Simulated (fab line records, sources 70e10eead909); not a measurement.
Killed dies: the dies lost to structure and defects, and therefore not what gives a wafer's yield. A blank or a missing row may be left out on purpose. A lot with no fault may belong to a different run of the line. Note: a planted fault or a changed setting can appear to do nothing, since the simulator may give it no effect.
Which tool did it? || flow nand harc || 13 lots with 39 wafers sampled at 6 steps, on a route of 1159 steps

== WHAT EACH GAUGE READ, for each wafer ==
NHARC_P_ZERO_WELL_CD_MEAS_37 targets a cd of 720 nm.
{"lot": "L589", "measured": "day 1 16:32", "on": "cd sem-02", "cd nm (nm)": "719.0 720.2 720.5"}
{"lot": "L591", "measured": "day 2 04:14", "on": "cd sem-01", "cd nm (nm)": "721.3 718.1 719.1"}
{"lot": "L592", "measured": "day 2 10:10", "on": "cd sem-02", "cd nm (nm)": "721.1 719.5 719.1"}
{"lot": "L593", "measured": "day 2 16:17", "on": "cd sem-02", "cd nm (nm)": "721.6 721.1 722.5"}
{"lot": "L594", "measured": "day 2 22:10", "on": "cd sem-01", "cd nm (nm)": "718.4 719.4 718.8"}
{"lot": "L597", "measured": "day 3 16:15", "on": "cd sem-02", "cd nm (nm)": "- - -"}
{"lot": "L598", "measured": "day 3 22:16", "on": "cd sem-01", "cd nm (nm)": "720.4 721.3 719.9"}
{"lot": "L607", "measured": "day 6 04:01", "on": "cd sem-03", "cd nm (nm)": "719.9 721.4 720.8"}
{"lot": "L608", "measured": "day 6 10:10", "on": "cd sem-01", "cd nm (nm)": "719.2 719.3 718.8"}
{"lot": "L609", "measured": "day 6 16:28", "on": "cd sem-03", "cd nm (nm)": "723.1 722.4 722.4"}
{"lot": "L610", "measured": "day 6 22:04", "on": "cd sem-02", "cd nm (nm)": "722.7 720.1 720.1"}
{"lot": "L611", "measured": "day 7 04:39", "on": "cd sem-01", "cd nm (nm)": "721.2 720.2 719.4"}
{"lot": "L612", "measured": "day 7 10:10", "on": "cd sem-03", "cd nm (nm)": "718.0 720.1 720.1"}

NHARC_P_GATE_CD_MEAS_11 targets a cd of 1640 nm.
{"lot": "L589", "measured": "day 3 22:31", "on": "cd sem-03", "cd nm (nm)": "1638.9 1639.1 1638.2"}
{"lot": "L591", "measured": "day 4 10:30", "on": "cd sem-02", "cd nm (nm)": "1640.4 1641.6 1638.8"}
{"lot": "L592", "measured": "day 4 23:23", "on": "cd sem-03", "cd nm (nm)": "1639.7 1639.8 1640.8"}
{"lot": "L593", "measured": "day 4 23:34", "on": "cd sem-02", "cd nm (nm)": "1638.7 1640.9 1637.3"}
{"lot": "L594", "measured": "day 5 10:31", "on": "cd sem-02", "cd nm (nm)": "1639.2 1643.1 1641.1"}
{"lot": "L598", "measured": "day 6 04:23", "on": "cd sem-03", "cd nm (nm)": "1640.6 1641.8 1640.3"}
{"lot": "L607", "measured": "day 8 19:59", "on": "cd sem-03", "cd nm (nm)": "1639.1 1636.7 1637.6"}
{"lot": "L608", "measured": "day 8 19:44", "on": "cd sem-02", "cd nm (nm)": "1641.3 1639.9 1640.3"}
{"lot": "L609", "measured": "day 8 19:47", "on": "cd sem-01", "cd nm (nm)": "1640.3 1642.0 1640.9"}
{"lot": "L610", "measured": "day 9 12:17", "on": "cd sem-03", "cd nm (nm)": "1641.9 1641.3 1640.7"}
{"lot": "L611", "measured": "day 9 12:27", "on": "cd sem-03", "cd nm (nm)": "1640.3 1636.9 1640.5"}
{"lot": "L612", "measured": "day 9 19:30", "on": "cd sem-02", "cd nm (nm)": "1638.4 1637.6 1639.3"}

NHARC_END_SORT_01.
{"lot": "L597", "measured": "day 21 14:29", "on": "prober-01", "killed at array": "46 58 43", "killed at other": "1 2 0", "killed at periphery": "630 617 634", "killed dies": "677 677 677", "killed open": "4 10 5", "killed short": "4 3 1"}

== TOOL THAT RAN EACH LOT (tool first, then ch and the chambers of the sampled wafers, then the start) ==
{"lot": "L589", "NHARC_P_ZERO_WELL_EXPOSE_34": "krf scanner-01 ch 0, day 1 16:23", "NHARC_P_GATE_DESCUM_48": "rie diel-12 ch 0,2,3, day 5 00:17", "NHARC_P_GATE_STRIP_76": "plasma asher-01 ch 0,1, day 5 02:48"}
{"lot": "L591", "NHARC_P_ZERO_WELL_EXPOSE_34": "krf scanner-03 ch 0, day 2 04:05", "NHARC_P_GATE_DESCUM_48": "rie diel-11 ch 0,2,3, day 5 15:22", "NHARC_P_GATE_STRIP_76": "plasma asher-01 ch 0, day 5 17:46"}
{"lot": "L592", "NHARC_P_ZERO_WELL_EXPOSE_34": "krf scanner-03 ch 0, day 2 10:00", "NHARC_P_GATE_DESCUM_48": "rie diel-02 ch 1,2,3, day 6 04:47", "NHARC_P_GATE_STRIP_76": "plasma asher-01 ch 0,1, day 6 07:02"}
{"lot": "L593", "NHARC_P_ZERO_WELL_EXPOSE_34": "krf scanner-01 ch 0, day 2 16:08", "NHARC_P_GATE_DESCUM_48": "rie diel-02 ch 0,2,3, day 6 04:19", "NHARC_P_GATE_STRIP_76": "plasma asher-02 ch 0,1, day 6 06:52"}
{"lot": "L594", "NHARC_P_ZERO_WELL_EXPOSE_34": "krf scanner-03 ch 0, day 2 22:00", "NHARC_P_GATE_DESCUM_48": "rie diel-02 ch 0,1,2, day 6 15:41", "NHARC_P_GATE_STRIP_76": "plasma asher-01 ch 0,1, day 6 18:04"}
{"lot": "L597", "NHARC_P_ZERO_WELL_EXPOSE_34": "krf scanner-03 ch 0, day 3 16:06", "NHARC_P_GATE_DESCUM_48": "-", "NHARC_P_GATE_STRIP_76": "-"}
{"lot": "L598", "NHARC_P_ZERO_WELL_EXPOSE_34": "krf scanner-01 ch 0, day 3 22:07", "NHARC_P_GATE_DESCUM_48": "rie diel-11 ch 0,1,3, day 7 07:56", "NHARC_P_GATE_STRIP_76": "plasma asher-01 ch 0,1, day 7 10:22"}
{"lot": "L607", "NHARC_P_ZERO_WELL_EXPOSE_34": "krf scanner-01 ch 0, day 6 03:52", "NHARC_P_GATE_DESCUM_48": "rie diel-02 ch 2,3, day 10 03:36", "NHARC_P_GATE_STRIP_76": "plasma asher-02 ch 0,1, day 10 05:59"}
{"lot": "L608", "NHARC_P_ZERO_WELL_EXPOSE_34": "krf scanner-01 ch 0, day 6 10:01", "NHARC_P_GATE_DESCUM_48": "rie diel-12 ch 1,3, day 9 21:23", "NHARC_P_GATE_STRIP_76": "plasma asher-02 ch 0, day 9 23:55"}
{"lot": "L609", "NHARC_P_ZERO_WELL_EXPOSE_34": "krf scanner-03 ch 0, day 6 16:19", "NHARC_P_GATE_DESCUM_48": "rie diel-02 ch 0,1, day 9 22:10", "NHARC_P_GATE_STRIP_76": "plasma asher-02 ch 0,1, day 10 00:36"}
{"lot": "L610", "NHARC_P_ZERO_WELL_EXPOSE_34": "krf scanner-04 ch 0, day 6 21:55", "NHARC_P_GATE_DESCUM_48": "rie diel-12 ch 0,2,3, day 10 14:13", "NHARC_P_GATE_STRIP_76": "plasma asher-01 ch 0,1, day 10 17:08"}
{"lot": "L611", "NHARC_P_ZERO_WELL_EXPOSE_34": "krf scanner-01 ch 0, day 7 04:29", "NHARC_P_GATE_DESCUM_48": "rie diel-02 ch 0,2,3, day 10 13:56", "NHARC_P_GATE_STRIP_76": "plasma asher-02 ch 0,1, day 10 16:35"}
{"lot": "L612", "NHARC_P_ZERO_WELL_EXPOSE_34": "krf scanner-01 ch 0, day 7 10:01", "NHARC_P_GATE_DESCUM_48": "rie diel-02 ch 1,2, day 10 21:32", "NHARC_P_GATE_STRIP_76": "plasma asher-01 ch 0,1, day 10 23:58"}
- NHARC_P_ZERO_WELL_EXPOSE_34: exposes mask P PWELL, target cd 720 nm.
- NHARC_P_GATE_DESCUM_48: chemistry O2, time 3 s.
- NHARC_P_GATE_STRIP_76: strips in O2.

== AS READ BY THE TOOLS THEMSELVES (means over the sampled wafers that have a number; for cases with no such wafer, the mark the record gives instead) ==
NHARC_P_GATE_DESCUM_48.
{"lot": "L589", "tool": "rie diel-12", "drypump motor current A (A)": 5.8, "oes product au (a.u.)": 0.989, "rf vpp V (V)": 57.4, "showerhead plenum p Torr (Torr)": 1.96, "throttle valve pct (%)": 11.313}
{"lot": "L591", "tool": "rie diel-11", "drypump motor current A (A)": 5.3, "oes product au (a.u.)": 1.016, "rf vpp V (V)": 57.5, "showerhead plenum p Torr (Torr)": 1.97, "throttle valve pct (%)": 11.310}
{"lot": "L592", "tool": "rie diel-02", "drypump motor current A (A)": 5.4, "oes product au (a.u.)": 1.009, "rf vpp V (V)": 58.3, "showerhead plenum p Torr (Torr)": 1.93, "throttle valve pct (%)": 11.305}
{"lot": "L593", "tool": "rie diel-02", "drypump motor current A (A)": 5.9, "oes product au (a.u.)": 1.003, "rf vpp V (V)": 57.8, "showerhead plenum p Torr (Torr)": 1.95, "throttle valve pct (%)": 11.316}
{"lot": "L594", "tool": "rie diel-02", "drypump motor current A (A)": 5.6, "oes product au (a.u.)": 0.994, "rf vpp V (V)": 57.2, "showerhead plenum p Torr (Torr)": 1.94, "throttle valve pct (%)": 11.318}
{"lot": "L598", "tool": "rie diel-11", "drypump motor current A (A)": 5.8, "oes product au (a.u.)": 1.007, "rf vpp V (V)": 57.5, "showerhead plenum p Torr (Torr)": 1.90, "throttle valve pct (%)": 11.307}
{"lot": "L607", "tool": "rie diel-02", "drypump motor current A (A)": 5.7, "oes product au (a.u.)": 0.999, "rf vpp V (V)": 57.6, "showerhead plenum p Torr (Torr)": 1.93, "throttle valve pct (%)": 11.307}
{"lot": "L608", "tool": "rie diel-12", "drypump motor current A (A)": 5.6, "oes product au (a.u.)": 0.986, "rf vpp V (V)": 57.9, "showerhead plenum p Torr (Torr)": 1.94, "throttle valve pct (%)": 11.311}
{"lot": "L609", "tool": "rie diel-02", "drypump motor current A (A)": 5.4, "oes product au (a.u.)": 1.003, "rf vpp V (V)": 57.4, "showerhead plenum p Torr (Torr)": 1.98, "throttle valve pct (%)": 11.318}
{"lot": "L610", "tool": "rie diel-12", "drypump motor current A (A)": 5.8, "oes product au (a.u.)": 0.995, "rf vpp V (V)": 57.7, "showerhead plenum p Torr (Torr)": 1.94, "throttle valve pct (%)": 11.318}
{"lot": "L611", "tool": "rie diel-02", "drypump motor current A (A)": 5.9, "oes product au (a.u.)": 1.000, "rf vpp V (V)": 58.0, "showerhead plenum p Torr (Torr)": 1.94, "throttle valve pct (%)": 11.311}
{"lot": "L612", "tool": "rie diel-02", "drypump motor current A (A)": 5.3, "oes product au (a.u.)": 0.999, "rf vpp V (V)": 58.4, "showerhead plenum p Torr (Torr)": 1.85, "throttle valve pct (%)": 11.317}

NHARC_P_GATE_STRIP_76.
{"lot": "L589", "tool": "plasma asher-01", "drypump motor current A (A)": 5.4, "heater power w (W)": 312}
{"lot": "L591", "tool": "plasma asher-01", "drypump motor current A (A)": 5.6, "heater power w (W)": 332}
{"lot": "L592", "tool": "plasma asher-01", "drypump motor current A (A)": 5.2, "heater power w (W)": 298}
{"lot": "L593", "tool": "plasma asher-02", "drypump motor current A (A)": 5.5, "heater power w (W)": 340}
{"lot": "L594", "tool": "plasma asher-01", "drypump motor current A (A)": 5.1, "heater power w (W)": 297}
{"lot": "L598", "tool": "plasma asher-01", "drypump motor current A (A)": 5.2, "heater power w (W)": 299}
{"lot": "L607", "tool": "plasma asher-02", "drypump motor current A (A)": 5.6, "heater power w (W)": 321}
{"lot": "L608", "tool": "plasma asher-02", "drypump motor current A (A)": 5.9, "heater power w (W)": 332}
{"lot": "L609", "tool": "plasma asher-02", "drypump motor current A (A)": 5.3, "heater power w (W)": 316}
{"lot": "L610", "tool": "plasma asher-01", "drypump motor current A (A)": 5.4, "heater power w (W)": 318}
{"lot": "L611", "tool": "plasma asher-02", "drypump motor current A (A)": 5.3, "heater power w (W)": 319}
{"lot": "L612", "tool": "plasma asher-01", "drypump motor current A (A)": 5.4, "heater power w (W)": 316}

== THE ANSWER, worked out from the rows above alone ==
Rule: usual is defined by the lots themselves. Put in order of their means at a reading, lots are off if they are a third of the lots or fewer, leave a main group of 4 or more, and stand apart from it by a gap of 3 or more times the standard deviation of the main group's means; of several such gaps the widest counts. A main group whose means are all the same, to the digits that the tables above print for the reading, isn't used. Also off: a lot with no number at a reading for which 4 or more lots have one. Any other lot the step has rows for is counted as sound. After the gauges, taken in route order, come the tools' own readings; for these a lot's mean is taken, as printed above. At the first step where some lot is off, the reading lying furthest off is the one used; lots without a number count as furthest.
Off at NHARC_P_ZERO_WELL_CD_MEAS_37 (cd nm): L597. Without a number there: L597. For the main group the mean is 720.3 nm and the standard deviation 1.1.
A tool fits if, at a process step before that reading, it ran every lot that is off, and no sound lot after the first of them. The gauges at NHARC_P_ZERO_WELL_CD_MEAS_37 are tried like those tools. Not one of the candidates tried fits.

== WHAT THE SIMULATOR PUT IN ==
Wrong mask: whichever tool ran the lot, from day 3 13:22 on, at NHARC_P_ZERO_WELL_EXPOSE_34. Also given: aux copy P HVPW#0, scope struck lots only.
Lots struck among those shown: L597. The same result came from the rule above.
